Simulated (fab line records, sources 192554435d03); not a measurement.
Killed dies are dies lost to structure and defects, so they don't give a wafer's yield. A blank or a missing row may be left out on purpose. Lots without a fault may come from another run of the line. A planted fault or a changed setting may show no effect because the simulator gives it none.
Which tool did it? | flow n5_finfet | 24 lots, 72 wafers sampled, at 6 steps of a route of 1938

WHAT THE GAUGES READ, wafer by wafer
The record holds no reading of a measuring or inspecting step that can be judged against a usual standard deviation.

WHICH TOOL RAN EACH LOT (tool, then ch and the chambers of the sampled wafers, then the start)
lot  | N5_BEOL_M4_STRIP_97                           | N5_BEOL_M4_PRE_CLEAN_45      | N5_BEOL_M4_SPUTTER_81        | N5_BEOL_M4_ANNEAL_95         | N5_BEOL_M5_PECVD_70             | N5_BEOL_M5_DESCUM_16
L074 | rie_diel-01 ch 1,2,3, day 7 14:37 or earlier  | pvd_sputter-03, day 7 14:37  | pvd_sputter-03, day 7 15:55  | pvd_sputter-03, day 7 17:06  | pecvd-01 ch 0,1,2, day 8 00:58  | rie_diel-06 ch 0,1,2, day 8 01:32
L075 | rie_diel-01 ch 1,2,3, day 8 01:08 or earlier  | pvd_sputter-02, day 8 01:08  | pvd_sputter-01, day 8 02:05  | pvd_sputter-01, day 8 03:16  | pecvd-01 ch 0,2, day 8 09:20    | rie_diel-02 ch 0,3, day 8 10:03
L076 | rie_diel-05 ch 0,1,2, day 8 03:46 or earlier  | pvd_sputter-03, day 8 03:46  | pvd_sputter-01, day 8 04:42  | pvd_sputter-01, day 8 05:53  | pecvd-03 ch 1,2, day 8 13:34    | rie_diel-04 ch 0,1, day 8 15:23
L077 | rie_diel-01 ch 0,3, day 8 05:05 or earlier    | pvd_sputter-03, day 8 05:05  | pvd_sputter-01, day 8 06:32  | pvd_sputter-01, day 8 07:43  | pecvd-01 ch 0,2, day 8 14:04    | rie_diel-06 ch 0,2, day 8 15:26
L078 | rie_diel-01 ch 0,1, day 8 18:07 or earlier    | pvd_sputter-02, day 8 18:07  | pvd_sputter-02, day 8 21:27  | pvd_sputter-02, day 8 22:38  | pecvd-03 ch 1,2, day 9 01:41    | rie_diel-06 ch 1,2,3, day 9 03:05
L079 | rie_diel-03 ch 1,2, day 8 22:58 or earlier    | pvd_sputter-03, day 8 22:58  | pvd_sputter-01, day 9 00:16  | pvd_sputter-01, day 9 01:27  | pecvd-02 ch 0,1,2, day 9 04:17  | rie_diel-02 ch 0,1,2, day 9 05:34
L080 | rie_diel-01 ch 0,1,2, day 9 09:28 or earlier  | pvd_sputter-02, day 9 09:28  | pvd_sputter-02, day 9 10:47  | pvd_sputter-02, day 9 11:58  | pecvd-01 ch 0,1,2, day 9 14:47  | rie_diel-04 ch 1,3, day 9 15:33
L081 | rie_diel-03 ch 2,3, day 9 13:25 or earlier    | pvd_sputter-03, day 9 13:25  | pvd_sputter-02, day 9 14:35  | pvd_sputter-02, day 9 15:46  | pecvd-03 ch 0,1, day 9 18:37    | rie_diel-02 ch 0,1, day 9 21:22
L082 | rie_diel-01 ch 0,1,2, day 9 14:45 or earlier  | pvd_sputter-03, day 9 14:45  | pvd_sputter-03, day 9 15:50  | pvd_sputter-03, day 9 17:01  | pecvd-03 ch 0,1,2, day 9 19:54  | rie_diel-06 ch 1,2, day 9 21:40
L083 | rie_diel-01 ch 0,2, day 9 17:41 or earlier    | pvd_sputter-01, day 9 17:41  | pvd_sputter-03, day 9 18:47  | pvd_sputter-03, day 9 19:58  | pecvd-02 ch 1, day 9 22:49      | rie_diel-04 ch 0,1,3, day 10 00:37
L085 | rie_diel-01 ch 0,2,3, day 10 00:27 or earlier | pvd_sputter-02, day 10 00:27 | pvd_sputter-01, day 10 01:31 | pvd_sputter-01, day 10 02:41 | pecvd-03 ch 0,1, day 10 05:34   | rie_diel-06 ch 1,2, day 10 06:40
L084 | rie_diel-03 ch 0,1,3, day 10 00:34 or earlier | pvd_sputter-02, day 10 00:34 | pvd_sputter-01, day 10 03:21 | pvd_sputter-01, day 10 04:32 | pecvd-01 ch 0,1,2, day 10 07:36 | rie_diel-06 ch 0,2,3, day 10 09:23
L086 | rie_diel-03 ch 0,2, day 11 00:04 or earlier   | pvd_sputter-02, day 11 00:04 | pvd_sputter-03, day 11 01:01 | pvd_sputter-03, day 11 02:12 | pecvd-03 ch 0,1,2, day 11 05:01 | rie_diel-04 ch 0,1,2, day 11 05:48
L089 | rie_diel-03 ch 1,2,3, day 11 06:09 or earlier | pvd_sputter-02, day 11 06:09 | pvd_sputter-01, day 11 07:14 | pvd_sputter-01, day 11 08:25 | pecvd-02 ch 0,1, day 11 11:16   | rie_diel-06 ch 1,2, day 11 11:56
L087 | rie_diel-01 ch 0,3, day 11 06:19 or earlier   | pvd_sputter-02, day 11 06:19 | pvd_sputter-02, day 11 08:52 | pvd_sputter-02, day 11 10:02 | pecvd-03 ch 0,1,2, day 11 13:14 | rie_diel-02 ch 0,3, day 11 15:05
L088 | rie_diel-05 ch 0,2,3, day 11 21:22 or earlier | pvd_sputter-01, day 11 21:22 | pvd_sputter-03, day 11 23:29 | pvd_sputter-03, day 12 00:40 | pecvd-02 ch 0,2, day 12 03:29   | rie_diel-06 ch 1,2, day 12 05:41
L091 | rie_diel-05 ch 0,2,3, day 12 01:41 or earlier | pvd_sputter-01, day 12 01:41 | pvd_sputter-03, day 12 03:06 | pvd_sputter-03, day 12 04:17 | pecvd-01 ch 0,2, day 12 07:06   | rie_diel-02 ch 0,1,3, day 12 08:49
L090 | rie_diel-05 ch 2,3, day 12 18:05 or earlier   | pvd_sputter-01, day 12 18:05 | pvd_sputter-01, day 12 19:04 | pvd_sputter-01, day 12 20:15 | pecvd-02 ch 0,1,2, day 12 23:33 | rie_diel-04 ch 0,1,3, day 13 00:49
L092 | rie_diel-05 ch 0,2,3, day 13 03:13 or earlier | pvd_sputter-01, day 13 03:13 | pvd_sputter-03, day 13 04:28 | pvd_sputter-03, day 13 05:39 | pecvd-03 ch 0,2, day 13 08:28   | rie_diel-02 ch 1,2,3, day 13 09:13
L093 | rie_diel-01 ch 0,1,3, day 13 19:59 or earlier | pvd_sputter-02, day 13 19:59 | pvd_sputter-01, day 13 22:28 | pvd_sputter-01, day 13 23:38 | pecvd-02 ch 0,1, day 14 02:27   | rie_diel-02 ch 1,2,3, day 14 03:33
L094 | rie_diel-03 ch 3, day 14 00:38 or earlier     | pvd_sputter-03, day 14 00:38 | pvd_sputter-02, day 14 01:58 | pvd_sputter-02, day 14 03:08 | pecvd-02 ch 0,1, day 14 05:57   | rie_diel-06 ch 0,1,2, day 14 07:22
L096 | rie_diel-01 ch 0,2,3, day 14 00:43 or earlier | pvd_sputter-03, day 14 00:43 | pvd_sputter-03, day 14 02:00 | pvd_sputter-03, day 14 03:11 | pecvd-01 ch 0,1,2, day 14 06:05 | rie_diel-02 ch 1,2,3, day 14 07:25
L097 | rie_diel-05 ch 0,2, day 14 18:14 or earlier   | pvd_sputter-01, day 14 18:14 | pvd_sputter-01, day 14 19:26 | pvd_sputter-01, day 14 20:37 | pecvd-03 ch 0,1,2, day 14 23:29 | rie_diel-02 ch 0,1,3, day 15 00:34
L095 | rie_diel-01 ch 2,3, day 15 00:58 or earlier   | pvd_sputter-01, day 15 00:58 | pvd_sputter-03, day 15 03:16 | pvd_sputter-03, day 15 04:27 | pecvd-03 ch 1,2, day 15 07:53   | rie_diel-02 ch 2,3, day 15 09:59
- N5_BEOL_M4_STRIP_97: strips in N2/H2, time 10 s.
- N5_BEOL_M4_PRE_CLEAN_45: time 30 s.
- N5_BEOL_M4_SPUTTER_81: material Cu, target thk 4.5 nm, time 8.29 s.
- N5_BEOL_M4_ANNEAL_95: time 240 s.
- N5_BEOL_M5_PECVD_70: deposits SiO2 from TEOS/O2, target thk 16 nm, time 18 s.
- N5_BEOL_M5_DESCUM_16: chemistry O2, time 7 s.

WHAT THE TOOLS THEMSELVES READ (means of the sampled wafers that have a number; where no wafer has one, the mark that the record gives instead)
N5_BEOL_M4_STRIP_97. Usual: drypump_motor_current_A 5.7 A, standard deviation 0.4; oes_product_au 0.81 a.u., standard deviation 0.098; rf_vpp_V 59.2 V, standard deviation 0.93; showerhead_plenum_p_Torr 2.58 Torr, standard deviation 0.1; throttle_valve_pct 23.61 %, standard deviation 0.25.
lot  | tool        | drypump_motor_current_A (A) | oes_product_au (a.u.) | rf_vpp_V (V) | showerhead_plenum_p_Torr (Torr) | throttle_valve_pct (%) | flag
L074 | rie_diel-01 | 5.8                         | 0.92                  | 59.1         | 2.63                            | 23.64                  |
L075 | rie_diel-01 | 5.8                         | 0.91                  | 59.8         | 2.63                            | 23.64                  |
L076 | rie_diel-05 | 5.9                         | 0.70                  | 58.7         | 2.51                            | 23.64                  |
L077 | rie_diel-01 | 5.5                         | 0.89                  | 60.0         | 2.70                            | 23.83                  |
L078 | rie_diel-01 | 5.5                         | 0.83                  | 59.8         | 2.64                            | 23.49                  |
L079 | rie_diel-03 | 5.5                         | 0.69                  | 59.3         | 2.49                            | 23.69                  |
L080 | rie_diel-01 | 5.6                         | 0.84                  | 58.8         | 2.61                            | 23.51                  |
L081 | rie_diel-03 | 5.2                         | 0.69                  | 58.7         | 2.45                            | 23.71                  |
L082 | rie_diel-01 | 5.6                         | 0.84                  | 59.1         | 2.61                            | 23.51                  |
L083 | rie_diel-01 | 5.3                         | 0.81                  | 59.7         | 2.63                            | 23.53                  |
L085 | rie_diel-01 | 5.5                         | 0.85                  | 59.3         | 2.65                            | 23.70                  |
L084 | rie_diel-03 | 5.8                         | 0.78                  | 58.2         | 2.50                            | 23.54                  |
L086 | rie_diel-03 | 5.9                         | 0.78                  | 58.6         | 2.57                            | 23.67                  |
L089 | rie_diel-03 | 5.5                         | 0.87                  | 58.7         | 2.45                            | 23.38                  |
L087 | rie_diel-01 | 5.3                         | 0.81                  | 60.0         | 2.67                            | 23.71                  |
L088 | rie_diel-05 | 6.1                         | 0.78                  | 59.2         | 2.57                            | 23.51                  |
L091 | rie_diel-05 | 6.1                         | 0.77                  | 58.8         | 2.57                            | 23.50                  |
L090 | rie_diel-05 | 6.1                         | 0.70                  | 58.5         | 2.47                            | 23.59                  |
L092 | rie_diel-05 | 6.1                         | 0.77                  | 59.3         | 2.57                            | 23.52                  |
L093 | rie_diel-01 | 5.7                         | 0.81                  | 58.9         | 2.64                            | 23.69                  |
L094 | rie_diel-03 | 5.1                         | 0.68                  | 58.2         | 2.39                            | 23.76                  |
L096 | rie_diel-01 | 5.5                         | 0.81                  | 58.8         | 2.63                            | 23.75                  |
L097 | rie_diel-05 | 6.1                         | 0.75                  | 59.2         | 2.64                            | 23.65                  |
L095 | rie_diel-01 | 5.6                         | 0.81                  | 59.6         | 2.61                            | 23.76                  |

N5_BEOL_M4_PRE_CLEAN_45. Usual: heater_power_w 334 W, standard deviation 29.
lot  | tool           | heater_power_w (W) | flag
L074 | pvd_sputter-03 | 343                |
L075 | pvd_sputter-02 | 316                |
L076 | pvd_sputter-03 | 370                |
L077 | pvd_sputter-03 | 367                |
L078 | pvd_sputter-02 | 309                |
L079 | pvd_sputter-03 | 346                |
L080 | pvd_sputter-02 | 331                |
L081 | pvd_sputter-03 | 354                |
L082 | pvd_sputter-03 | 356                |
L083 | pvd_sputter-01 | 319                |
L085 | pvd_sputter-02 | 314                |
L084 | pvd_sputter-02 | 329                |
L086 | pvd_sputter-02 | 315                |
L089 | pvd_sputter-02 | 311                |
L087 | pvd_sputter-02 | 327                |
L088 | pvd_sputter-01 | 320                |
L091 | pvd_sputter-01 | 320                |
L090 | pvd_sputter-01 | 323                |
L092 | pvd_sputter-01 | 311                |
L093 | pvd_sputter-02 | 331                |
L094 | pvd_sputter-03 | 321                |
L096 | pvd_sputter-03 | 362                |
L097 | pvd_sputter-01 | 327                |
L095 | pvd_sputter-01 | 314                |

N5_BEOL_M4_SPUTTER_81. Usual: throttle_valve_pct 30.4 %, standard deviation 1.4.
lot  | tool           | throttle_valve_pct (%) | flag
L074 | pvd_sputter-03 | 29.0                   |
L075 | pvd_sputter-01 | 31.5                   |
L076 | pvd_sputter-01 | 31.6                   |
L077 | pvd_sputter-01 | 31.1                   |
L078 | pvd_sputter-02 | 30.3                   |
L079 | pvd_sputter-01 | 31.5                   |
L080 | pvd_sputter-02 | 31.3                   |
L081 | pvd_sputter-02 | 30.0                   |
L082 | pvd_sputter-03 | 28.4                   |
L083 | pvd_sputter-03 | 29.3                   |
L085 | pvd_sputter-01 | 31.6                   |
L084 | pvd_sputter-01 | 31.9                   |
L086 | pvd_sputter-03 | 28.6                   |
L089 | pvd_sputter-01 | 31.6                   |
L087 | pvd_sputter-02 | 30.5                   |
L088 | pvd_sputter-03 | 29.5                   |
L091 | pvd_sputter-03 | 28.9                   |
L090 | pvd_sputter-01 | 31.4                   |
L092 | pvd_sputter-03 | 29.1                   |
L093 | pvd_sputter-01 | 31.3                   |
L094 | pvd_sputter-02 | 30.7                   |
L096 | pvd_sputter-03 | 28.5                   |
L097 | pvd_sputter-01 | 31.0                   |
L095 | pvd_sputter-03 | 29.2                   |

N5_BEOL_M4_ANNEAL_95. Usual: heater_power_w 835 W, standard deviation 72.
lot  | tool           | heater_power_w (W) | flag
L074 | pvd_sputter-03 | 942                |
L075 | pvd_sputter-01 | 807                |
L076 | pvd_sputter-01 | 809                |
L077 | pvd_sputter-01 | 782                |
L078 | pvd_sputter-02 | 826                |
L079 | pvd_sputter-01 | 808                |
L080 | pvd_sputter-02 | 776                |
L081 | pvd_sputter-02 | 824                |
L082 | pvd_sputter-03 | 892                |
L083 | pvd_sputter-03 | 904                |
L085 | pvd_sputter-01 | 800                |
L084 | pvd_sputter-01 | 783                |
L086 | pvd_sputter-03 | 968                |
L089 | pvd_sputter-01 | 803                |
L087 | pvd_sputter-02 | 807                |
L088 | pvd_sputter-03 | 847                |
L091 | pvd_sputter-03 | 932                |
L090 | pvd_sputter-01 | 782                |
L092 | pvd_sputter-03 | 932                |
L093 | pvd_sputter-01 | 789                |
L094 | pvd_sputter-02 | 863                |
L096 | pvd_sputter-03 | 943                |
L097 | pvd_sputter-01 | 812                |
L095 | pvd_sputter-03 | 885                |

N5_BEOL_M5_PECVD_70. Usual: heater_power_w 734 W, standard deviation 96; showerhead_plenum_p_Torr 8.83 Torr, standard deviation 0.077; throttle_valve_pct 22.1 %, standard deviation 1.7.
lot  | tool     | heater_power_w (W) | showerhead_plenum_p_Torr (Torr) | throttle_valve_pct (%) | flag
L074 | pecvd-01 | 743                | 8.80                            | 21.6                   |
L075 | pecvd-01 | 848                | 8.75                            | 21.9                   |
L076 | pecvd-03 | 647                | 8.83                            | 20.9                   |
L077 | pecvd-01 | 787                | 8.79                            | 21.3                   |
L078 | pecvd-03 | 688                | 8.87                            | 22.3                   |
L079 | pecvd-02 | 775                | 8.78                            | 22.3                   |
L080 | pecvd-01 | 724                | 8.80                            | 21.4                   |
L081 | pecvd-03 | 746                | 8.94                            | 24.0                   |
L082 | pecvd-03 | 692                | 8.88                            | 22.6                   |
L083 | pecvd-02 | 820                | 8.79                            | 23.5                   |
L085 | pecvd-03 | 799                | 8.92                            | 24.0                   |
L084 | pecvd-01 | 764                | 8.81                            | 21.6                   |
L086 | pecvd-03 | 715                | 8.87                            | 22.5                   |
L089 | pecvd-02 | 773                | 8.76                            | 23.1                   |
L087 | pecvd-03 | 676                | 8.88                            | 22.5                   |
L088 | pecvd-02 | 710                | 8.77                            | 20.5                   |
L091 | pecvd-01 | 704                | 8.79                            | 21.3                   |
L090 | pecvd-02 | 783                | 8.77                            | 21.8                   |
L092 | pecvd-03 | 705                | 8.89                            | 22.8                   |
L093 | pecvd-02 | 756                | 8.77                            | 22.9                   |
L094 | pecvd-02 | 852                | 8.78                            | 23.1                   |
L096 | pecvd-01 | 733                | 8.81                            | 21.7                   |
L097 | pecvd-03 | 703                | 8.88                            | 22.6                   |
L095 | pecvd-03 | 597                | 8.82                            | 21.1                   |

N5_BEOL_M5_DESCUM_16. Usual: drypump_motor_current_A 5.5 A, standard deviation 0.5; o2_flow_sccm 225.0 sccm, standard deviation 0.67; oes_product_au 0.78 a.u., standard deviation 0.081; rf_vpp_V 243.3 V, standard deviation 1.1; showerhead_plenum_p_Torr 2.11 Torr, standard deviation 0.051; throttle_valve_pct 20.46 %, standard deviation 0.22.
lot  | tool        | drypump_motor_current_A (A) | o2_flow_sccm (sccm) | oes_product_au (a.u.) | rf_vpp_V (V) | showerhead_plenum_p_Torr (Torr) | throttle_valve_pct (%) | flag
L074 | rie_diel-06 | 5.4                         | 225.3               | 0.73                  | 243.4        | 2.12                            | 20.53                  |
L075 | rie_diel-02 | 5.2                         | 225.3               | 0.73                  | 243.8        | 2.11                            | 20.57                  |
L076 | rie_diel-04 | 5.8                         | 224.8               | 0.76                  | 244.2        | 2.16                            | 20.41                  |
L077 | rie_diel-06 | 5.2                         | 225.0               | 0.72                  | 242.7        | 2.07                            | 20.37                  |
L078 | rie_diel-06 | 5.8                         | 225.1               | 0.81                  | 244.0        | 2.11                            | 20.55                  |
L079 | rie_diel-02 | 5.8                         | 225.2               | 0.81                  | 243.4        | 2.11                            | 20.49                  |
L080 | rie_diel-04 | 5.6                         | 224.8               | 0.80                  | 244.5        | 2.16                            | 20.50                  |
L081 | rie_diel-02 | 5.4                         | 225.4               | 0.73                  | 243.3        | 2.08                            | 20.57                  |
L082 | rie_diel-06 | 5.7                         | 224.9               | 0.74                  | 243.6        | 2.12                            | 20.78                  |
L083 | rie_diel-04 | 5.5                         | 225.1               | 0.79                  | 243.2        | 2.15                            | 20.44                  |
L085 | rie_diel-06 | 5.6                         | 225.0               | 0.73                  | 244.0        | 2.15                            | 20.73                  |
L084 | rie_diel-06 | 5.7                         | 224.2               | 0.78                  | 243.0        | 2.07                            | 20.41                  |
L086 | rie_diel-04 | 5.4                         | 225.0               | 0.78                  | 242.5        | 2.10                            | 20.46                  |
L089 | rie_diel-06 | 5.6                         | 224.6               | 0.73                  | 244.1        | 2.15                            | 20.74                  |
L087 | rie_diel-02 | 5.1                         | 225.8               | 0.72                  | 244.2        | 2.14                            | 20.46                  |
L088 | rie_diel-06 | 5.6                         | 225.3               | 0.73                  | 242.0        | 2.14                            | 20.75                  |
L091 | rie_diel-02 | 5.3                         | 224.4               | 0.72                  | 243.0        | 2.11                            | 20.48                  |
L090 | rie_diel-04 | 5.5                         | 225.4               | 0.76                  | 243.7        | 2.14                            | 20.46                  |
L092 | rie_diel-02 | 5.7                         | 224.9               | 0.78                  | 243.9        | 2.13                            | 20.40                  |
L093 | rie_diel-02 | 5.7                         | 225.7               | 0.78                  | 243.6        | 2.13                            | 20.41                  |
L094 | rie_diel-06 | 5.4                         | 224.4               | 0.78                  | 243.4        | 2.10                            | 20.47                  |
L096 | rie_diel-02 | 5.7                         | 224.7               | 0.77                  | 244.0        | 2.13                            | 20.42                  |
L097 | rie_diel-02 | 5.3                         | 224.7               | 0.71                  | 243.4        | 2.10                            | 20.51                  |
L095 | rie_diel-02 | 5.9                         | 225.5               | 0.81                  | 243.8        | 2.14                            | 20.44                  |

THE ANSWER, worked out from the rows above alone
Rule: a lot is off if the mean of its wafers that have a number lies more than 3 standard deviations from the usual mean. A lot without any number at a reading at which 4 lots or more have one is off too. The other lots that the step has rows for count as sound. The gauges are gone through in route order, then the tools' own readings, and for those a lot's mean is taken as printed above. The first step at which some lot is off is used, and at that step the reading that is off furthest; a lot without a number counts as furthest.
No lot is off at any reading shown: from this, nothing can be told.

WHAT THE SIMULATOR HAD PUT IN
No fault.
